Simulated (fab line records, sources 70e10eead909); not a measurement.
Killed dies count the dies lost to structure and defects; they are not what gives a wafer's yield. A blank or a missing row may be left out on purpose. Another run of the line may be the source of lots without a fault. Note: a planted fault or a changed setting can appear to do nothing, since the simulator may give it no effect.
fab line records	flow nand_harc
record: lots: 24	wafers: 72	last_day: 33
route steps=1302 shown A_ONON_D2@554 A_CHANNEL_HOLE_D2@570 A_CHANNEL_FILL_D2@633 A_STAIRCASE@668
lots untouched by any fault: they come from a run of this same line in which no faults occurred
start_h: start of the lot's first displayed wafer, in hours after the record's first day	wait_h: hours since the lot's step before	" the same as in the row above	L1.1+2: a single row standing in for several wafers	- no value, or no start was given	* or withheld: withheld	< > ~ a bound
route shown NAME@n: a module of which the file shows steps, and the number in the route of the first	usual: mean/standard deviation taken from wafers without a fault	same: alike in all rows	chamber/n: place in a boat	sites: per-site readings	_std_site: standard deviation of those values	_edge_site: outer sites' mean less inner sites'	radius_mm: how far each site lies from the wafer's centre	mask NAME#n: copy n	behind: tool/chamber where the wafer was last shaped	hold: what put the lot on hold/how long, in hours/how the hold closed	device: names the non-switching transistor (n, p or np)	end of line: at the end of the route, the tests of the same wafers	a step without rows: its recipe alone	killed: dies lost to structure and defects at the first sort, not the wafer's yield	map: a wafer's dies, marking killed ones x, the rest . and places with no die _
set.NAME: the setting the step ran with; set.NAME@STEP: the setting that earlier step ran with	model.NAME: the simulator's own value behind a step, which no gauge read
the route's steps for a sample of lots (tables are steps, rows are wafers)
services: when a tool's chamber went out of use (start_h, in hours from the record's first day, below 0 if earlier), for how many hours, and the reason
== steps ==
step: NHARC_A_ONON_D2_THK_MEAS_14
recipe: thk_meas_gauge: ellipsometry
usual: thk_nm: 998/11
lot.wafer	tool	chamber	start_h	wait_h	thk_nm
L075.1	film_metro-01	-	247.67	-	987
L075.2	"	-	"	"	983
L075.3	"	-	"	"	984
L074.3	film_metro-02	-	261.94	-	998
L074.4	"	-	"	"	997
L074.5	"	-	"	"	997
L077.3	film_metro-02	-	276.56	-	1000
L077.5	"	-	"	"	1001
L077.6	"	-	"	"	1000
L076.1	film_metro-02	-	281.10	-	995
L076.3	"	-	"	"	995
L076.5	"	-	"	"	995
L078.1	film_metro-02	-	305.26	-	997
L078.2	"	-	"	"	998
L078.5	"	-	"	"	997
L079.1	film_metro-02	-	310.41	-	1002
L079.3	"	-	"	"	1004
L079.6	"	-	"	"	1005
L080.3	film_metro-01	-	310.42	-	1011
L080.5	"	-	"	"	1009
L080.6	"	-	"	"	1011
L081.1	film_metro-02	-	329.13	-	1012
L081.4	"	-	"	"	1012
L081.6	"	-	"	"	1013
L082.2	film_metro-01	-	329.17	-	965
L082.3	"	-	"	"	965
L082.4	"	-	"	"	964
L083.1	film_metro-01	-	344.30	-	1004
L083.2	"	-	"	"	1006
L083.6	"	-	"	"	1002
L084.1	film_metro-01	-	351.27	-	997
L084.2	"	-	"	"	997
L084.4	"	-	"	"	998
L085.2	film_metro-01	-	363.16	-	997
L085.4	"	-	"	"	1000
L085.6	"	-	"	"	998
L086.1	film_metro-01	-	363.17	-	984
L086.2	"	-	"	"	984
L086.6	"	-	"	"	984
L087.1	film_metro-01	-	374.72	-	1004
L087.2	"	-	"	"	1004
L087.5	"	-	"	"	1003
L089.1	film_metro-01	-	392.55	-	988
L089.4	"	-	"	"	991
L089.5	"	-	"	"	990
L088.3	film_metro-02	-	392.57	-	997
L088.4	"	-	"	"	998
L088.5	"	-	"	"	997
L090.1	film_metro-01	-	414.76	-	999
L090.2	"	-	"	"	1001
L090.5	"	-	"	"	998
L091.1	film_metro-02	-	424.25	-	980
L091.5	"	-	"	"	980
L091.6	"	-	"	"	980
L093.2	film_metro-01	-	437.51	-	998
L093.5	"	-	"	"	999
L093.6	"	-	"	"	1000
L092.1	film_metro-02	-	437.84	-	1005
L092.2	"	-	"	"	1004
L092.5	"	-	"	"	1005
L094.1	film_metro-02	-	456.08	-	998
L094.2	"	-	"	"	998
L094.6	"	-	"	"	999
L095.2	film_metro-02	-	462.93	-	1003
L095.3	"	-	"	"	1003
L095.6	"	-	"	"	1002
L096.1	film_metro-02	-	468.94	-	1018
L096.3	"	-	"	"	1016
L096.4	"	-	"	"	1017
L097.1	film_metro-02	-	474.77	-	999
L097.3	"	-	"	"	999
L097.6	"	-	"	"	999
step: NHARC_A_CHANNEL_HOLE_D2_DEP_00
recipe: target_thk_a: 31000	temp_c: 400	material: aC
usual: throttle_valve_pct: 35.000/0.0088
lot.wafer	tool	chamber	start_h	wait_h	throttle_valve_pct
L075.1	acl_dep-02	0	258.67	0.6	34.999
L075.2	"	0	"	"	34.994
L075.3	"	0	"	"	35.005
L074.3	acl_dep-03	0	275.58	3.5	34.992
L074.4	"	0	"	"	35.006
L074.5	"	0	"	"	35.001
L077.3	acl_dep-01	0	289.05	2.4	34.991
L077.5	"	0	"	"	34.996
L077.6	"	0	"	"	35.012
L076.1	acl_dep-03	0	291.80	0.1	35.004
L076.3	"	0	"	"	34.996
L076.5	"	0	"	"	34.998
L078.1	acl_dep-02	0	319.01	3.5	34.986
L078.2	"	0	"	"	34.999
L078.5	"	0	"	"	35.011
L079.1	acl_dep-01	0	320.65	0.1	35.000
L079.3	"	0	"	"	35.001
L079.6	"	0	"	"	35.006
L080.3	acl_dep-03	0	321.64	1.0	35.001
L080.5	"	0	"	"	34.990
L080.6	"	0	"	"	35.010
L081.1	acl_dep-01	0	344.22	3.3	35.009
L081.4	"	0	"	"	35.018
L081.6	"	0	"	"	34.993
L082.2	acl_dep-02	0	344.55	3.5	35.012
L082.3	"	0	"	"	35.012
L082.4	"	0	"	"	35.000
L083.1	acl_dep-01	0	360.96	5.7	34.985
L083.2	"	0	"	"	34.978
L083.6	"	0	362.51	7.2	35.000
L084.1	acl_dep-02	0	363.58	2.2	34.993
L084.2	"	0	"	"	35.001
L084.4	"	0	"	"	34.985
L086.1	acl_dep-02	0	374.08	0.7	35.000
L086.2	"	0	"	"	35.018
L086.6	"	0	375.65	2.2	34.992
L085.2	acl_dep-03	0	375.07	1.5	35.012
L085.4	"	0	"	"	35.008
L085.6	"	0	"	"	34.990
L087.1	acl_dep-03	0	384.96	0.1	35.011
L087.2	"	0	"	"	35.006
L087.5	"	0	"	"	34.994
L089.1	acl_dep-03	0	405.77	1.0	35.000
L089.4	"	0	"	"	35.016
L089.5	"	0	"	"	35.000
L088.3	acl_dep-01	0	408.00	3.2	34.990
L088.4	"	0	"	"	34.991
L088.5	"	0	"	"	35.009
L090.1	acl_dep-01	0	426.80	1.5	34.990
L090.2	"	0	"	"	35.015
L090.5	"	0	"	"	34.997
L091.1	acl_dep-02	0	434.93	0.1	34.992
L091.5	"	0	436.22	1.3	34.988
L091.6	"	0	"	"	34.989
L092.1	acl_dep-02	0	447.76	0.1	35.001
L092.2	"	0	"	"	34.994
L092.5	"	0	"	"	35.003
L093.2	acl_dep-03	0	448.32	0.4	34.994
L093.5	"	0	"	"	34.987
L093.6	"	0	"	"	34.998
L094.1	acl_dep-02	0	470.74	1.3	35.009
L094.2	"	0	"	"	35.001
L094.6	"	0	472.33	2.8	35.000
L095.2	acl_dep-02	0	476.71	2.1	34.998
L095.3	"	0	"	"	34.989
L095.6	"	0	"	"	35.022
L096.1	acl_dep-01	0	487.36	5.8	35.007
L096.3	"	0	"	"	35.007
L096.4	"	0	"	"	35.002
L097.1	acl_dep-03	0	489.35	0.1	34.993
L097.3	"	0	"	"	34.992
L097.6	"	0	"	"	35.006
step: NHARC_A_CHANNEL_HOLE_D2_DEP_01
recipe: target_thk_a: 1400	target_thk_nm: 140	temp_c: 400	pressure_torr: 3.5	flow_sccm: 200	rf_w: 350	material: SiON
usual: heater_power_w: 781/95	rf_fwd_power_W: 348.4/1.2
lot.wafer	tool	chamber	start_h	wait_h	heater_power_w	rf_fwd_power_W
L075.2	pecvd-02	0	260.61	1.3	870	348.9
L075.3	"	1	"	"	715	347.2
L075.1	"	2	"	"	900	349.3
L074.3	pecvd-04	1	276.86	1.0	783	347.7
L074.5	"	2	"	"	769	349.1
L074.4	"	0	"	"	626	347.5
L077.3	pecvd-02	1	290.35	1.0	700	348.4
L077.6	"	0	"	"	850	347.8
L077.5	"	1	"	"	713	347.7
L076.1	pecvd-04	1	293.73	1.6	808	350.6
L076.3	"	2	"	"	846	348.3
L076.5	"	0	"	"	694	345.3
L078.2	pecvd-03	2	320.98	1.3	607	348.6
L078.1	"	0	"	"	661	346.1
L078.5	"	1	"	"	671	350.8
L079.3	pecvd-03	2	322.57	1.0	626	349.1
L079.1	"	0	"	"	623	346.9
L079.6	"	2	"	"	636	348.9
L080.3	pecvd-02	2	322.98	1.0	906	349.1
L080.5	"	1	"	"	804	346.8
L080.6	"	2	"	"	903	350.8
L082.3	pecvd-04	2	346.16	1.0	812	349.6
L082.2	"	0	"	"	689	348.3
L082.4	"	2	"	"	825	348.6
L081.1	pecvd-02	0	346.16	1.6	894	346.3
L081.6	"	2	"	"	886	349.4
L081.4	"	1	"	"	711	347.5
L083.1	pecvd-02	2	362.84	1.6	871	348.9
L083.2	"	1	"	"	812	348.2
L083.6	"	0	"	"	824	347.3
L084.2	pecvd-04	2	365.52	1.3	766	348.6
L084.1	"	1	"	"	738	346.7
L084.4	"	1	"	"	761	347.2
L086.2	pecvd-03	2	376.01	1.3	678	348.1
L086.1	"	0	"	"	735	347.8
L086.6	"	0	"	"	724	348.0
L085.2	pecvd-02	2	376.72	1.3	913	348.6
L085.4	"	2	"	"	913	348.8
L085.6	"	0	"	"	909	348.5
L087.2	pecvd-04	2	387.13	1.5	847	348.6
L087.1	"	0	"	"	656	347.0
L087.5	"	0	"	"	672	347.4
L089.1	pecvd-03	0	407.75	1.7	645	346.8
L089.5	"	2	"	"	624	347.2
L089.4	"	0	"	"	690	347.6
L088.3	pecvd-04	2	409.42	1.1	835	349.0
L088.5	"	0	"	"	639	348.0
L088.4	"	2	"	"	839	348.3
L090.1	pecvd-02	2	428.74	1.6	913	346.9
L090.2	"	1	"	"	766	348.4
L090.5	"	0	"	"	806	348.3
L091.1	pecvd-02	0	436.88	1.6	919	347.4
L091.5	"	0	"	"	936	346.2
L091.6	"	2	"	"	918	348.7
L092.2	pecvd-04	0	449.73	1.3	709	348.5
L092.1	"	2	"	"	831	348.7
L092.5	"	2	"	"	836	349.6
L093.2	pecvd-04	1	449.93	1.3	830	349.3
L093.6	"	2	"	"	851	349.1
L093.5	"	0	"	"	746	347.7
L094.2	pecvd-04	0	472.67	1.3	747	349.9
L094.1	"	2	"	"	846	346.3
L094.6	"	1	"	"	799	348.3
L095.2	pecvd-04	2	478.31	1.3	819	348.2
L095.3	"	1	"	"	795	348.8
L095.6	"	1	"	"	785	348.4
L096.3	pecvd-02	1	489.33	1.0	771	348.0
L096.1	"	2	"	"	922	350.4
L096.4	"	1	"	"	780	349.6
L097.3	pecvd-02	1	491.22	0.9	709	347.2
L097.1	"	0	"	"	913	349.8
L097.6	"	1	"	"	737	346.7
step: NHARC_A_CHANNEL_HOLE_D2_ETCH_19
recipe: bias_v: 1200	source_w: 2500	pressure_mtorr: 15	time_s: 34.5	ar_flow_sccm: 375	c4f8_flow_sccm: 28.8	o2_flow_sccm: 96.2	temp_c: -20	target_depth_a: *	chemistry: C4F8/O2/Ar
usual: drypump_motor_current_A: 5.7/0.68	rf_fwd_power_W: 2446/9.9	showerhead_plenum_p_Torr: 3.65/0.15	throttle_valve_pct: 37.039/0.0085
lot.wafer	tool	chamber	start_h	wait_h	drypump_motor_current_A	rf_fwd_power_W	rf_hours_counter_h	showerhead_plenum_p_Torr	throttle_valve_pct
L075.2	har_etch-02	1	265.33	2.7	5.1	2459	358	3.78	37.051
L075.1	"	0	"	"	4.9	2452	351	3.53	37.048
L075.3	"	0	"	"	4.9	2438	-	3.53	37.031
L074.3	har_etch-02	0	278.98	0.1	4.9	2451	-	3.52	37.034
L074.4	"	1	"	"	5.1	2443	-	3.77	37.040
L074.5	"	0	"	"	4.9	2453	-	3.52	37.030
L077.3	har_etch-02	1	292.33	0.1	5.1	2445	-	3.77	37.051
L077.6	"	1	"	"	5.1	2463	-	3.77	37.036
L077.5	"	0	"	"	4.9	2436	-	3.52	37.045
L076.1	har_etch-01	0	295.71	0.1	6.2	2454	161	3.54	37.046
L076.3	"	0	"	"	6.3	2450	-	3.54	37.036
L076.5	"	0	"	"	6.3	2450	-	3.54	37.044
L078.1	har_etch-02	0	323.04	0.1	4.9	2433	381	3.51	37.046
L078.2	"	1	"	"	5.1	2458	388	3.76	37.039
L078.5	"	0	"	"	4.9	2434	-	3.51	37.035
L079.1	har_etch-01	1	324.50	0.1	6.4	2441	177	3.65	37.033
L079.3	"	0	"	"	6.2	2470	-	3.53	37.025
L079.6	"	0	"	"	6.2	2461	-	3.53	37.042
L080.3	har_etch-02	0	327.26	2.4	4.9	2442	-	3.51	37.021
L080.6	"	1	"	"	5.1	2444	-	3.76	37.047
L080.5	"	0	"	"	4.9	2432	-	3.51	37.036
L081.1	har_etch-01	0	348.11	0.1	6.3	2462	192	3.52	37.034
L081.4	"	1	"	"	6.5	2427	-	3.64	37.022
L081.6	"	0	"	"	6.3	2453	-	3.52	37.030
L082.2	har_etch-02	1	350.02	1.8	5.1	2446	408	3.75	37.036
L082.4	"	0	"	"	4.9	2432	-	3.50	37.049
L082.3	"	1	"	"	5.1	2436	-	3.75	37.041
L083.2	har_etch-01	0	367.93	3.2	6.3	2461	207	3.51	37.044
L083.1	"	1	"	"	6.5	2446	207	3.63	37.031
L083.6	"	0	"	"	6.3	2457	-	3.51	37.038
L084.2	har_etch-02	1	375.22	7.7	5.1	2456	0	3.74	37.032
L084.1	"	0	"	"	4.9	2442	0	3.99	37.039
L084.4	"	1	"	"	5.1	2439	-	3.74	37.033
L086.1	har_etch-02	0	379.40	1.3	4.9	2455	4	3.98	37.047
L086.2	"	1	"	"	5.1	2432	4	3.74	37.055
L086.6	"	0	"	"	4.9	2449	-	3.98	37.042
L085.2	har_etch-01	0	380.47	1.8	6.3	2454	219	3.51	37.028
L085.4	"	0	"	"	6.3	2453	-	3.51	37.037
L085.6	"	1	"	"	6.5	2427	-	3.63	37.034
L087.1	har_etch-02	1	391.17	2.1	5.1	2451	15	3.73	37.027
L087.2	"	0	"	"	4.9	2441	15	3.98	37.046
L087.5	"	1	"	"	5.1	2446	-	3.74	37.046
L089.1	har_etch-01	0	409.80	0.1	6.3	2463	234	3.50	37.055
L089.4	"	1	"	"	6.4	2434	-	3.62	37.040
L089.5	"	1	"	"	6.4	2447	-	3.62	37.045
L088.3	har_etch-02	1	413.69	2.4	5.1	2444	-	3.73	37.045
L088.4	"	0	"	"	4.9	2434	-	3.97	37.034
L088.5	"	1	"	"	5.1	2446	-	3.73	37.035
L090.2	har_etch-01	1	430.72	0.1	6.4	2428	242	3.61	37.041
L090.1	"	0	"	"	6.3	2453	242	3.50	37.031
L090.5	"	1	"	"	6.4	2450	-	3.61	37.030
L091.1	har_etch-01	1	439.07	0.3	6.5	2432	250	3.61	37.018
L091.6	"	0	"	"	6.3	2451	-	3.49	37.035
L091.5	"	1	"	"	6.4	2439	-	3.61	37.042
L092.2	har_etch-02	0	451.70	0.1	4.9	2454	45	3.96	37.040
L092.1	"	1	"	"	5.1	2451	45	3.72	37.024
L092.5	"	1	"	"	5.1	2445	-	3.72	37.019
L093.2	har_etch-01	0	453.20	1.3	6.3	2456	261	3.49	37.035
L093.5	"	0	"	"	6.3	2442	-	3.49	37.057
L093.6	"	1	"	"	6.5	2436	-	3.60	37.043
L094.1	har_etch-01	0	474.63	0.1	6.2	2463	269	3.48	37.036
L094.2	"	1	"	"	6.4	2441	269	3.60	37.035
L094.6	"	0	"	"	6.2	2462	-	3.48	37.050
L095.2	har_etch-01	1	482.65	2.5	6.4	2448	276	3.60	37.037
L095.3	"	1	"	"	6.5	2437	-	3.60	37.036
L095.6	"	1	"	"	6.5	2450	-	3.59	37.041
L096.1	har_etch-02	1	491.31	0.1	5.1	2458	68	3.71	37.050
L096.4	"	0	"	"	4.9	2441	-	3.94	37.030
L096.3	"	1	"	"	5.1	2455	-	3.70	37.032
L097.1	har_etch-01	0	493.31	0.1	6.3	2461	284	3.47	37.039
L097.3	"	1	"	"	6.4	2443	-	3.59	37.037
L097.6	"	0	"	"	6.3	2452	-	3.47	37.032
step: NHARC_A_CHANNEL_FILL_D2_CMP_10
recipe: target_thk_nm: 150
usual: motor_current_A: 12.5/1	retaining_ring_pressure_frac: 1.000/0.0049	time_to_endpoint_s: 15.3/2.1
lot.wafer	tool	chamber	start_h	wait_h	motor_current_A	retaining_ring_pressure_frac	time_to_endpoint_s
L075.2	cmp-01	2	317.33	0.4	12.5	0.989	14.8
L075.3	"	0	"	"	12.8	1.009	14.5
L075.1	"	1	"	"	11.6	1.006	14.2
L074.3	cmp-03	2	332.56	0.4	13.0	1.002	11.5
L074.4	"	1	"	"	12.5	0.996	9.5
L074.5	"	2	"	"	13.4	1.003	11.7
L077.3	cmp-01	3	346.23	0.4	14.1	0.999	14.6
L077.5	"	2	"	"	12.7	1.009	14.2
L077.6	"	3	"	"	13.1	0.999	12.7
L076.1	cmp-04	2	346.26	0.4	11.5	1.002	16.1
L076.3	"	3	"	"	12.2	0.999	16.1
L076.5	"	0	"	"	12.9	1.006	17.6
L079.3	cmp-03	3	377.07	0.4	11.9	1.008	18.0
L079.1	"	2	"	"	13.2	0.997	16.1
L079.6	"	0	"	"	12.5	1.007	15.9
L078.2	cmp-01	0	377.10	0.4	15.0	1.016	13.0
L078.1	"	1	"	"	12.1	1.003	14.2
L078.5	"	0	"	"	13.8	1.007	12.4
L080.3	cmp-01	2	383.03	0.4	12.4	0.998	11.0
L080.5	"	3	"	"	12.7	1.002	15.7
L080.6	"	0	"	"	13.8	1.002	14.6
L081.1	cmp-01	1	405.34	0.4	11.0	1.001	12.8
L081.4	"	2	"	"	12.5	1.005	15.3
L081.6	"	1	"	"	11.3	1.005	13.2
L082.3	cmp-04	3	405.36	0.4	11.4	0.990	15.1
L082.2	"	0	"	"	13.0	0.999	13.3
L082.4	"	1	"	"	11.2	1.000	14.1
L083.1	cmp-01	1	421.99	0.4	11.4	1.005	15.3
L083.2	"	2	"	"	12.7	1.002	14.6
L083.6	"	0	"	"	13.6	0.998	17.4
L084.2	cmp-01	1	428.48	0.4	11.0	1.000	14.5
L084.4	"	2	"	"	12.8	1.003	14.8
L084.1	"	3	"	"	13.0	1.005	16.0
L085.2	cmp-01	3	434.95	0.4	12.8	1.000	16.3
L085.4	"	1	"	"	10.9	1.001	16.5
L085.6	"	0	"	"	13.4	0.994	16.9
L086.1	cmp-04	2	434.97	0.4	11.8	0.996	15.4
L086.2	"	3	"	"	11.4	0.999	14.5
L086.6	"	2	"	"	11.8	0.999	14.1
L087.2	cmp-03	2	445.80	0.4	13.0	1.000	14.7
L087.1	"	3	"	"	11.5	1.003	18.6
L087.5	"	1	"	"	12.4	0.999	15.5
L089.1	cmp-04	2	465.11	0.4	11.1	1.005	12.6
L089.4	"	3	"	"	12.2	0.994	13.7
L089.5	"	3	"	"	11.8	0.998	10.7
L088.3	cmp-01	0	465.17	0.4	14.0	0.995	19.0
L088.4	"	1	"	"	11.1	0.992	20.1
L088.5	"	3	"	"	13.1	0.991	20.3
L090.2	cmp-04	0	485.27	0.4	13.1	1.001	15.1
L090.1	"	1	"	"	10.8	0.998	15.0
L090.5	"	3	"	"	11.7	1.001	15.9
L091.1	cmp-01	3	493.24	0.4	13.3	1.000	17.1
L091.5	"	3	"	"	13.2	1.002	19.0
L091.6	"	0	"	"	13.5	0.987	20.6
L093.2	cmp-04	3	505.36	0.4	11.9	0.997	13.1
L093.6	"	2	"	"	11.6	0.999	15.6
L093.5	"	3	"	"	12.1	0.998	15.5
L092.2	cmp-01	1	505.36	0.4	11.2	0.998	14.4
L092.1	"	2	"	"	12.7	1.001	15.9
L092.5	"	0	"	"	14.1	0.993	15.4
L094.2	cmp-01	0	529.01	0.4	14.0	0.997	15.1
L094.1	"	2	"	"	12.1	1.005	17.3
L094.6	"	1	"	"	11.4	0.999	13.4
L095.3	cmp-04	0	536.15	0.4	12.7	0.997	13.8
L095.2	"	2	"	"	11.6	1.006	15.9
L095.6	"	0	"	"	12.7	0.997	14.3
L096.1	cmp-04	1	547.72	0.4	11.8	0.997	14.8
L096.3	"	2	"	"	11.9	1.008	13.5
L096.4	"	0	"	"	12.1	1.003	14.2
L097.3	cmp-01	2	547.72	0.4	12.9	0.999	17.9
L097.1	"	3	"	"	14.0	0.996	15.2
L097.6	"	3	"	"	12.6	0.998	17.9
step: NHARC_A_STAIRCASE_TRIM_12
recipe: time_s: 211.2	o2_flow_sccm: 500	ar_flow_sccm: 0	bias_w: 0	chemistry: O2
usual: drypump_motor_current_A: 5.8/0.38	oes_product_au: 1.002/0.0067	rf_vpp_V: 57.6/0.94	showerhead_plenum_p_Torr: 3.48/0.2	throttle_valve_pct: 17.037/0.0091
lot.wafer	tool	chamber	start_h	wait_h	drypump_motor_current_A	oes_product_au	rf_hours_counter_h	rf_vpp_V	showerhead_plenum_p_Torr	throttle_valve_pct
L075.3	rie_diel-05	3	321.05	0.1	5.2	1.010	35	57.1	3.76	17.028
L075.1	"	0	"	"	6.3	1.007	35	57.6	3.30	17.022
L075.2	"	1	"	"	5.4	1.008	35	57.3	3.61	17.035
L074.3	rie_diel-03	3	340.77	0.1	6.1	1.013	-	57.4	3.29	17.036
L074.4	"	1	"	"	5.9	1.001	-	57.0	3.37	17.053
L074.5	"	1	"	"	5.9	1.004	-	57.0	3.37	17.038
L077.3	rie_diel-04	3	349.89	0.1	6.1	0.995	2	56.9	3.32	17.033
L077.5	"	2	"	"	5.6	1.001	-	57.1	3.34	17.028
L077.6	"	3	"	"	6.1	1.004	-	56.1	3.32	17.035
L076.1	rie_diel-03	1	350.11	0.1	5.9	1.008	32	57.2	3.37	17.044
L076.3	"	2	"	"	5.0	1.005	22	57.9	3.74	17.026
L076.5	"	3	"	"	6.1	1.015	-	57.7	3.29	17.045
L079.1	rie_diel-03	0	380.66	0.1	5.2	0.996	37	57.5	3.41	17.032
L079.3	"	2	"	"	5.0	0.988	31	59.0	3.74	17.044
L079.6	"	0	"	"	5.2	0.996	-	58.3	3.41	17.035
L078.1	rie_diel-04	2	380.82	0.1	5.6	1.005	11	57.5	3.34	17.026
L078.2	"	3	"	"	6.1	1.005	13	57.3	3.31	17.042
L078.5	"	2	"	"	5.6	1.005	-	58.3	3.34	17.052
L080.3	rie_diel-03	3	387.24	0.1	6.1	1.003	43	57.1	3.28	17.040
L080.6	"	1	"	"	5.9	1.007	-	56.4	3.36	17.033
L080.5	"	3	"	"	6.1	1.010	-	58.1	3.28	17.015
L082.2	rie_diel-04	3	409.56	0.1	6.1	0.996	20	55.2	3.31	17.035
L082.4	"	0	"	"	6.0	0.993	20	58.1	3.80	17.049
L082.3	"	1	"	"	6.0	0.999	17	58.2	3.50	17.021
L081.1	rie_diel-03	3	412.43	0.1	6.1	1.015	52	58.7	3.28	17.043
L081.4	"	2	"	"	5.0	1.013	41	58.4	3.73	17.046
L081.6	"	3	"	"	6.1	1.003	-	58.3	3.28	17.054
L083.2	rie_diel-04	1	427.61	0.1	6.0	1.001	25	56.7	3.50	17.040
L083.1	"	3	"	"	6.0	0.995	31	55.8	3.30	17.047
L083.6	"	1	"	"	6.0	1.001	-	58.8	3.50	17.040
L084.4	rie_diel-04	2	432.03	0.1	5.6	1.011	28	56.9	3.33	17.045
L084.1	"	3	"	"	6.1	1.006	32	57.6	3.30	17.025
L084.2	"	0	"	"	6.0	1.000	31	60.7	3.79	17.037
L085.2	rie_diel-04	2	438.59	0.1	5.6	0.991	31	57.4	3.33	17.041
L085.4	"	3	"	"	6.1	1.000	35	56.8	3.30	17.039
L085.6	"	1	"	"	6.0	1.002	-	57.4	3.50	17.041
L086.2	rie_diel-04	0	438.91	0.1	5.9	0.998	34	59.3	3.79	17.047
L086.1	"	1	"	"	6.0	0.994	30	57.4	3.50	17.045
L086.6	"	2	"	"	5.6	1.003	-	55.8	3.33	17.039
L087.1	rie_diel-04	2	449.37	0.1	5.6	1.005	35	57.4	3.33	17.037
L087.2	"	0	"	"	6.0	0.995	38	58.0	3.79	17.038
L087.5	"	2	"	"	5.6	0.991	-	57.3	3.32	17.045
L088.4	rie_diel-03	0	468.58	0.1	5.2	1.008	10	56.8	3.39	17.030
L088.3	"	2	"	"	5.0	1.001	7	58.1	3.72	17.023
L088.5	"	3	"	"	6.1	1.007	-	58.2	3.80	17.045
L089.1	rie_diel-04	2	468.74	0.1	5.6	1.006	41	57.1	3.32	17.039
L089.4	"	0	"	"	5.9	1.002	46	57.5	3.78	17.040
L089.5	"	2	"	"	5.6	1.007	-	57.2	3.32	17.033
L090.1	rie_diel-05	3	489.00	0.2	5.2	1.002	32	58.6	3.72	17.026
L090.2	"	0	"	"	6.3	0.993	29	58.0	3.79	17.039
L090.5	"	0	"	"	6.3	0.999	-	58.2	3.79	17.051
L091.1	rie_diel-03	3	497.07	0.1	6.1	1.004	19	57.6	3.80	17.038
L091.5	"	0	"	"	5.2	1.001	-	59.3	3.39	17.024
L091.6	"	1	"	"	5.9	1.011	-	57.9	3.35	17.036
L093.2	rie_diel-03	3	509.02	0.1	6.1	1.003	24	58.2	3.79	17.046
L093.5	"	2	"	"	5.0	1.004	-	59.4	3.71	17.029
L093.6	"	3	"	"	6.1	0.995	-	58.3	3.79	17.042
L092.1	rie_diel-05	1	509.17	0.1	5.4	1.012	37	57.9	3.57	17.039
L092.2	"	0	"	"	6.3	0.998	39	58.3	3.79	17.044
L092.5	"	1	"	"	5.4	1.004	-	57.0	3.57	17.041
L094.1	rie_diel-04	3	532.59	0.1	6.1	1.010	4	56.5	3.29	17.034
L094.2	"	2	"	"	5.6	0.990	2	55.7	3.31	17.032
L094.6	"	0	"	"	6.0	1.006	-	58.7	3.77	17.030
L095.3	rie_diel-04	3	539.65	0.1	6.1	1.008	5	56.6	3.29	17.036
L095.2	"	1	"	"	6.0	0.996	6	57.0	3.48	17.020
L095.6	"	3	"	"	6.1	1.008	-	58.4	3.29	17.033
L097.1	rie_diel-05	0	551.49	0.1	6.3	1.008	54	59.3	3.78	17.047
L097.3	"	3	"	"	5.2	1.000	56	58.8	3.71	17.037
L097.6	"	1	"	"	5.4	1.010	-	58.4	3.57	17.031
L096.3	rie_diel-03	0	551.65	0.1	5.2	1.000	37	57.6	3.38	17.054
L096.4	"	1	"	"	5.9	1.001	33	56.2	3.34	17.058
L096.1	"	2	"	"	5.0	1.018	30	57.5	3.71	17.030
== services ==
tool	chamber	start_h	hours	kind
pecvd-04	-	245.23	13.0	pm
cmp-01	-	250.66	1.9	repair
pecvd-02	2	255.07	2.4	repair
cmp-01	-	261.92	4.0	pm
rie_diel-04	2	270.83	14.8	repair
rie_diel-04	3	306.72	6.5	repair
cmp-01	-	309.94	1.3	repair
rie_diel-04	-	331.16	9.0	pm
pecvd-02	2	336.57	6.4	repair
pecvd-02	-	342.91	0.6	repair
har_etch-02	-	358.22	17.0	pm
cmp-01	-	360.02	4.0	pm
cmp-01	-	370.27	1.2	repair
cmp-01	-	375.47	0.3	repair
pecvd-04	-	377.07	0.5	repair
pecvd-04	2	378.16	5.4	repair
pecvd-02	-	384.00	13.0	pm
pecvd-04	-	392.18	0.6	repair
cmp-01	-	458.02	4.0	pm
cmp-01	-	473.18	0.6	repair
cmp-01	-	474.08	0.2	repair
rie_diel-04	-	508.16	9.0	pm
rie_diel-04	2	520.78	7.4	repair
rie_diel-04	0	541.99	1.3	repair
== key ==
fault none
